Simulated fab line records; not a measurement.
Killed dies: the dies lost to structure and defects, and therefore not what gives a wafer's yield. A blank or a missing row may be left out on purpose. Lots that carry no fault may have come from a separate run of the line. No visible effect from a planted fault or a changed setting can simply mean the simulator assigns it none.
What tool caused it? -- flow nand_harc -- Sampling: 13 lots, 39 wafers, 6 of 1302 route steps

== WHAT THE GAUGES SHOWED, per wafer ==
NHARC_P_M1_CD_MEAS_09: target cd 130 nm.
lot,measured,on,cd_nm (nm)
L911,day 6 05:22,cd_sem-01,130.8 130.6 130.3
L912,day 6 12:40,cd_sem-03,130.0 129.3 129.2
L913,day 7 01:47,cd_sem-02,130.6 129.3 130.9
L914,day 7 07:07,cd_sem-03,129.5 129.8 130.0
L915,day 7 17:52,cd_sem-03,129.1 129.6 130.1
L916,day 8 04:26,cd_sem-03,128.9 130.4 129.4
L921,day 10 10:39,cd_sem-01,118.8 130.6 118.1
L924,day 11 12:30,cd_sem-02,118.4 131.1 118.7
L930,day 14 09:42,cd_sem-03,129.9 130.4 129.5
L931,day 14 10:31,cd_sem-01,129.8 129.9 130.8
L932,day 15 03:07,cd_sem-01,130.4 130.4 130.4
L933,day 15 06:53,cd_sem-03,129.7 130.1 129.9
L934,day 15 14:31,cd_sem-03,130.8 130.6 131.1

NHARC_END_SORT_01.
lot,measured,on,defect_limited_yield (%),killed_at_array,killed_at_other,killed_at_periphery,killed_dies,killed_open,killed_short
L921,day 28 12:23,prober-02,89.4,67,0,5,72,3,2
L924,day 29 03:23,prober-02,86.6 84.8,78 96,0 0,13 7,91 103,5 2,1 2

== WHICH TOOL RAN EACH LOT (tool, then ch and the chambers of the sampled wafers, then the start) ==
lot,NHARC_P_M0_PRE_CLEAN_29,NHARC_P_M0_CMP_23,NHARC_P_M0_PRE_CLEAN_31,NHARC_P_M1_PEB_07
L911,"pvd_sputter-03, day 6 03:34 or earlier","cmp-01 ch 1,2,3, day 6 03:34","pecvd-04 ch 1,2, day 6 04:04","litho_track-01 ch 0, day 6 05:17"
L912,"pvd_sputter-01, day 6 10:51 or earlier","cmp-01 ch 0,3, day 6 10:51","pecvd-04 ch 0,1,2, day 6 11:23","litho_track-04 ch 0, day 6 12:35"
L913,"pvd_sputter-03, day 6 23:56 or earlier","cmp-01 ch 0,2,3, day 6 23:56","pecvd-04 ch 0,2, day 7 00:27","litho_track-01 ch 0, day 7 01:42"
L914,"pvd_sputter-03, day 7 05:28 or earlier","cmp-02 ch 1,2,3, day 7 05:28","pecvd-03 ch 0,2, day 7 05:58","litho_track-04 ch 0, day 7 07:02"
L915,"pvd_sputter-03, day 7 15:59 or earlier","cmp-01 ch 0,1, day 7 15:59","pecvd-03 ch 0,1,2, day 7 16:32","litho_track-04 ch 0, day 7 17:47"
L916,"pvd_sputter-01, day 8 02:38 or earlier","cmp-03 ch 0,1,3, day 8 02:38","pecvd-04 ch 0,1,2, day 8 03:07","litho_track-04 ch 0, day 8 04:21"
L921,"pvd_sputter-03, day 10 08:58 or earlier","cmp-01 ch 0,2,3, day 10 08:58","pecvd-01 ch 0,2, day 10 09:28","litho_track-06 ch 0, day 10 10:34"
L924,"pvd_sputter-02, day 11 10:41 or earlier","cmp-02 ch 0,2,3, day 11 10:41","pecvd-01 ch 0,1,2, day 11 11:10","litho_track-06 ch 0, day 11 12:25"
L930,"pvd_sputter-03, day 14 07:59 or earlier","cmp-03 ch 0,1, day 14 07:59","pecvd-03 ch 0,1,2, day 14 08:31","litho_track-06 ch 0, day 14 09:37"
L931,"pvd_sputter-01, day 14 08:40 or earlier","cmp-02 ch 0,1,2, day 14 08:40","pecvd-03 ch 0,1,2, day 14 09:13","litho_track-06 ch 0, day 14 10:26"
L932,"pvd_sputter-01, day 15 01:19 or earlier","cmp-02 ch 0,2,3, day 15 01:19","pecvd-03 ch 1,2, day 15 01:46","litho_track-06 ch 0, day 15 03:02"
L933,"pvd_sputter-02, day 15 05:09 or earlier","cmp-02 ch 2,3, day 15 05:09","pecvd-01 ch 0,2, day 15 05:43","litho_track-04 ch 0, day 15 06:49"
L934,"pvd_sputter-02, day 15 12:40 or earlier","cmp-02 ch 2,3, day 15 12:40","pecvd-04 ch 0,1,2, day 15 13:13","litho_track-01 ch 0, day 15 14:26"
- NHARC_P_M0_PRE_CLEAN_29: time 30 s.
- NHARC_P_M0_CMP_23: polishes, t overpolish 20 s, target thk 117.54 nm.
- NHARC_P_M0_PRE_CLEAN_31: time 12 s.
- NHARC_P_M1_PEB_07: peb time 65 s.

== WHAT THE TOOLS THEMSELVES READ (means of the sampled wafers that have a number; where no wafer has one, the mark that the record gives instead) ==
NHARC_P_M0_PRE_CLEAN_29.
lot,tool,heater_power_w (W)
L911,pvd_sputter-03,434
L912,pvd_sputter-01,436
L913,pvd_sputter-03,427
L914,pvd_sputter-03,410
L915,pvd_sputter-03,436
L916,pvd_sputter-01,446
L921,pvd_sputter-03,424
L924,pvd_sputter-02,403
L930,pvd_sputter-03,424
L931,pvd_sputter-01,415
L932,pvd_sputter-01,406
L933,pvd_sputter-02,455
L934,pvd_sputter-02,466

NHARC_P_M0_CMP_23.
lot,tool,motor_current_A (A),time_to_endpoint_s (s)
L911,cmp-01,11.0,27.2
L912,cmp-01,11.4,26.7
L913,cmp-01,11.5,26.7
L914,cmp-02,11.9,27.4
L915,cmp-01,12.1,28.9
L916,cmp-03,11.1,23.6
L921,cmp-01,11.2,30.0
L924,cmp-02,11.8,25.6
L930,cmp-03,10.6,30.6
L931,cmp-02,11.3,23.0
L932,cmp-02,12.0,24.8
L933,cmp-02,13.1,25.4
L934,cmp-02,12.8,25.7

NHARC_P_M0_PRE_CLEAN_31.
lot,tool,heater_power_w (W)
L911,pecvd-04,705
L912,pecvd-04,694
L913,pecvd-04,691
L914,pecvd-03,563
L915,pecvd-03,614
L916,pecvd-04,670
L921,pecvd-01,578
L924,pecvd-01,603
L930,pecvd-03,619
L931,pecvd-03,576
L932,pecvd-03,669
L933,pecvd-01,591
L934,pecvd-04,647

NHARC_P_M1_PEB_07.
lot,tool,heater_power_total_W (W)
L911,litho_track-01,156.6
L912,litho_track-04,156.5
L913,litho_track-01,156.8
L914,litho_track-04,156.3
L915,litho_track-04,156.2
L916,litho_track-04,156.5
L921,litho_track-06,176.5
L924,litho_track-06,176.5
L930,litho_track-06,156.9
L931,litho_track-06,157.1
L932,litho_track-06,156.3
L933,litho_track-04,156.5
L934,litho_track-01,156.8

== THE ANSWER, worked out from the rows above alone ==
Rule: what is usual is taken from the lots themselves. Put in order of their means at a reading, lots are off if they are a third of the lots or fewer, leave a main group of 4 or more, and stand apart from it by a gap of 3 or more times the standard deviation of the main group's means; of several such gaps the widest counts. If all means in a main group match to the digits the tables above print for the reading, that group is not used. A lot without any number at a reading at which 4 lots or more have one is off too. All remaining lots with rows at the step are treated as sound. First the gauges in route order, then the tools' own readings, where a lot's mean is used as printed above. The first step at which some lot is off is used, and at that step the reading that is off furthest; a lot without a number counts as furthest.
Off, at NHARC_P_M1_CD_MEAS_09 on cd_nm: L921, L924. Mean 130.0 nm and standard deviation 0.42 in the main group.
If a tool, at a process step before that reading, ran all the lots that are off and no sound lot after the first of them, it fits. The gauges at NHARC_P_M1_CD_MEAS_09 aren't tried: what is off there is off at NHARC_P_M1_PEB_07 too, on other tools, and a gauge's error can't cause that. Because NHARC_P_M0_PRE_CLEAN_29 lacks a start for some lots, the hours and order of its lots are taken from NHARC_P_M0_CMP_23. None of those tried fits.

== WHAT THE SIMULATOR HAD PUT IN ==
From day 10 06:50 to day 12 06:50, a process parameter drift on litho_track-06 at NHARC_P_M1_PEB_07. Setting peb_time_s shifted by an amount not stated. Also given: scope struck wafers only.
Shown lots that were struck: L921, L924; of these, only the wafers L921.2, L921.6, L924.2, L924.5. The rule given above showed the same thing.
